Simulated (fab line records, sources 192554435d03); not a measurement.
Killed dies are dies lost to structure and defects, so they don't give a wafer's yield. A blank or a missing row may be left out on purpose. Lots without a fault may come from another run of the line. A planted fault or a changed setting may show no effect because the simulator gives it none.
Which tool did it? | flow n5_finfet | 11 lots, 33 wafers sampled, at 5 steps of a route of 1938

WHAT THE GAUGES READ, wafer by wafer
N5_BEOL_M9_INSPECT_58: inspects for defects (darkfield). Usual: raw_defect_count 72, standard deviation 29.
lot  | measured     | on                | raw_defect_count | flag
L367 | day 9 23:16  | defect_inspect-01 | 89 73 92         |
L369 | day 11 02:41 | defect_inspect-01 | 49 76 61         |
L370 | day 11 09:29 | defect_inspect-02 | 31 48 37         |
L371 | day 11 18:02 | defect_inspect-01 | 55 57 76         |
L376 | day 12 08:52 | defect_inspect-02 | 140 131 140      |
L373 | day 12 09:49 | defect_inspect-02 | 112 45 46        |
L377 | day 12 17:20 | defect_inspect-02 | 92 43 87         |
L382 | day 14 15:02 | defect_inspect-02 | 552 488 573      | OFF
L384 | day 14 20:46 | defect_inspect-01 | 502 502 509      | OFF
L387 | day 16 00:37 | defect_inspect-01 | 41 25 37         |
L389 | day 16 02:41 | defect_inspect-01 | 57 73 48         |

N5_BEOL_M10_INSPECT_13: inspects for defects (brightfield). Usual: raw_defect_count 414, standard deviation 110.
lot  | measured     | on                | raw_defect_count | flag
L367 | day 10 01:15 | defect_inspect-02 | 382 325 379      |
L369 | day 11 07:14 | defect_inspect-02 | 335 493 553      |
L370 | day 11 11:21 | defect_inspect-02 | 225 222 203      |
L371 | day 11 21:13 | defect_inspect-01 | 452 570 450      |
L376 | day 12 11:09 | defect_inspect-02 | 412 487 372      |
L373 | day 12 12:01 | defect_inspect-01 | 337 212 279      |
L377 | day 12 18:59 | defect_inspect-01 | 681 411 478      |
L382 | day 14 18:16 | defect_inspect-02 | 866 809 1049     | OFF
L384 | day 14 22:27 | defect_inspect-02 | 754 763 860      | OFF
L387 | day 16 03:42 | defect_inspect-01 | 289 361 288      |
L389 | day 16 04:22 | defect_inspect-01 | 450 576 450      |

WHICH TOOL RAN EACH LOT (tool, then ch and the chambers of the sampled wafers, then the start)
lot  | N5_BEOL_M9_PRE_CLEAN_45      | N5_BEOL_M9_SURFACE_TREAT_79  | N5_BEOL_M9_CMP_52
L367 | pvd_sputter-02, day 9 20:53  | pvd_sputter-03, day 9 21:17  | cmp-03 ch 2,3, day 9 22:49
L369 | pvd_sputter-01, day 10 23:59 | pvd_sputter-03, day 11 00:51 | cmp-01 ch 0,1,2, day 11 02:14
L370 | pvd_sputter-01, day 11 07:22 | pvd_sputter-01, day 11 07:57 | cmp-03 ch 1,2,3, day 11 09:04
L371 | pvd_sputter-03, day 11 14:13 | pvd_sputter-03, day 11 14:47 | cmp-03 ch 1,2,3, day 11 17:22
L376 | pvd_sputter-03, day 12 07:08 | pvd_sputter-03, day 12 07:35 | cmp-03 ch 0,1,3, day 12 08:25
L373 | pvd_sputter-03, day 12 08:02 | pvd_sputter-02, day 12 08:25 | cmp-03 ch 0,1,2, day 12 09:22
L377 | pvd_sputter-03, day 12 15:26 | pvd_sputter-01, day 12 15:49 | cmp-04 ch 2,3, day 12 16:53
L382 | pvd_sputter-02, day 14 13:22 | pvd_sputter-02, day 14 13:44 | cmp-03 ch 0,2,3, day 14 14:39
L384 | pvd_sputter-02, day 14 19:01 | pvd_sputter-01, day 14 19:22 | cmp-03 ch 2,3, day 14 20:19
L387 | pvd_sputter-03, day 15 22:15 | pvd_sputter-01, day 15 22:47 | cmp-01 ch 0,2,3, day 16 00:14
L389 | pvd_sputter-02, day 15 23:20 | pvd_sputter-03, day 15 23:50 | cmp-04 ch 0,1,3, day 16 02:14
- N5_BEOL_M9_PRE_CLEAN_45: time 30 s.
- N5_BEOL_M9_SURFACE_TREAT_79
- N5_BEOL_M9_CMP_52: polishes, stops on SiCOH lowk, t overpolish 7 s, target thk 140 nm.

WHAT THE TOOLS THEMSELVES READ (means of the sampled wafers that have a number; where no wafer has one, the mark that the record gives instead)
N5_BEOL_M9_PRE_CLEAN_45. Usual: heater_power_w 338 W, standard deviation 26.
lot  | tool           | heater_power_w (W) | flag
L367 | pvd_sputter-02 | 346                |
L369 | pvd_sputter-01 | 348                |
L370 | pvd_sputter-01 | 354                |
L371 | pvd_sputter-03 | 327                |
L376 | pvd_sputter-03 | 331                |
L373 | pvd_sputter-03 | 330                |
L377 | pvd_sputter-03 | 321                |
L382 | pvd_sputter-02 | 333                |
L384 | pvd_sputter-02 | 347                |
L387 | pvd_sputter-03 | 308                |
L389 | pvd_sputter-02 | 326                |

N5_BEOL_M9_CMP_52. Usual: barrier_field_endpoint_s 29.0 s, standard deviation 0.69; edge_zone_pressure_frac 1.000, standard deviation 0.0052; motor_current_A 6.2 A, standard deviation 0.53; overpolish_run_s 6.999 s, standard deviation 0.0088; time_to_endpoint_s 66 s, standard deviation 3.3.
lot  | tool   | barrier_field_endpoint_s (s) | edge_zone_pressure_frac | motor_current_A (A) | overpolish_run_s (s) | time_to_endpoint_s (s) | flag
L367 | cmp-03 | 29.3                         | 1.003                   | 5.9                 | 7.007                | 70                     |
L369 | cmp-01 | 28.4                         | 0.996                   | 6.2                 | 6.996                | 65                     |
L370 | cmp-03 | 29.0                         | 0.999                   | 6.3                 | 6.999                | 67                     |
L371 | cmp-03 | 29.0                         | 0.999                   | 6.0                 | 6.998                | 70                     |
L376 | cmp-03 | 29.0                         | 1.000                   | 6.3                 | 6.993                | 69                     |
L373 | cmp-03 | 30.4                         | 1.004                   | 6.2                 | 7.002                | 70                     |
L377 | cmp-04 | 28.6                         | 1.000                   | 6.2                 | 6.996                | 65                     |
L382 | cmp-03 | 29.9                         | 1.000                   | 6.0                 | 6.993                | 69                     |
L384 | cmp-03 | 29.1                         | 1.001                   | 5.7                 | 7.001                | 69                     |
L387 | cmp-01 | 29.1                         | 1.000                   | 6.5                 | 7.001                | 66                     |
L389 | cmp-04 | 28.5                         | 1.003                   | 6.2                 | 7.003                | 61                     |

THE ANSWER, worked out from the rows above alone
Rule: a lot is off if the mean of its wafers that have a number lies more than 3 standard deviations from the usual mean. A lot without any number at a reading at which 4 lots or more have one is off too. The other lots that the step has rows for count as sound. The gauges are gone through in route order, then the tools' own readings, and for those a lot's mean is taken as printed above. The first step at which some lot is off is used, and at that step the reading that is off furthest; a lot without a number counts as furthest.
Off: L382, L384, at N5_BEOL_M9_INSPECT_58 (raw_defect_count).
A tool fits if, at a process step before that reading, it ran every lot that is off, and no sound lot after the first of them. The gauges at N5_BEOL_M9_INSPECT_58 are tried like those tools. One fits: cmp-03 at N5_BEOL_M9_CMP_52. Its last sound lot is L373 (day 12 09:22), its first lot that is off L382 (day 14 14:39): a fault that began between those two fits.

WHAT THE SIMULATOR HAD PUT IN
Chamber particle source: cmp-03, from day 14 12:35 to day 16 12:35, at N5_BEOL_M9_CMP_52. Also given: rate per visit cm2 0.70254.
Lots struck among those shown: L382, L384. The rule above found the same.
